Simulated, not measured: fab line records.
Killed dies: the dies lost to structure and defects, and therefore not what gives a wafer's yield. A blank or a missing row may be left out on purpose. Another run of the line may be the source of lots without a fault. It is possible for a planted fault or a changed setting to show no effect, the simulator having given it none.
The tool behind it: which one?	flow nand harc	6 lots with 17 wafers sampled at 2 steps, on a route of 1159 steps

## WHAT EACH GAUGE READ, for each wafer
NHARC_P_CONTACT_OVL_MEAS_13.
lot	measured	on	overlay x nm (nm)
L494	day 5 17:39	overlay-02	-1.0 -1.3 -1.5
L496	day 6 02:37	overlay-01	1.0 1.2 0.6
L497	day 6 16:20	overlay-02	2.1 2.4 2.0
L500	day 7 02:27	overlay-02	-0.5 0.1 -0.7
L503	day 8 02:58	overlay-01	0.1 -0.2 0.2
L514	day 10 19:16	overlay-01	1.1 0.9

## TOOL THAT RAN EACH LOT (tool first, then ch and the chambers of the sampled wafers, then the start)
lot	NHARC_P_GATE_RTA_80
L494	rtp anneal-01 ch 0, day 5 15:17
L496	rtp anneal-01 ch 0, day 6 00:13
L497	rtp anneal-02 ch 0, day 6 14:00
L500	rtp anneal-01 ch 0, day 7 00:07
L503	rtp anneal-02 ch 0, day 8 00:28
L514	rtp anneal-01 ch 0, day 10 16:42
- NHARC_P_GATE_RTA_80: time 30 s.

## THE ANSWER, worked out from the rows above alone
Rule: what is usual is taken from the lots themselves. The widest of any qualifying gaps counts: lots, ordered by their means at a reading, are off when they make up no more than a third of the lots, leave a main group of 4 or more, and stand apart from it by 3 or more times the standard deviation of that group's means. The tables above print the reading to a certain number of digits; a main group whose means all agree to those digits is not used. A lot without any number at a reading at which 4 lots or more have one is off too. Any other lot the step has rows for is counted as sound.
No lot is off at any reading shown: from this, nothing can be told.

## WHAT THE SIMULATOR HAD PUT IN
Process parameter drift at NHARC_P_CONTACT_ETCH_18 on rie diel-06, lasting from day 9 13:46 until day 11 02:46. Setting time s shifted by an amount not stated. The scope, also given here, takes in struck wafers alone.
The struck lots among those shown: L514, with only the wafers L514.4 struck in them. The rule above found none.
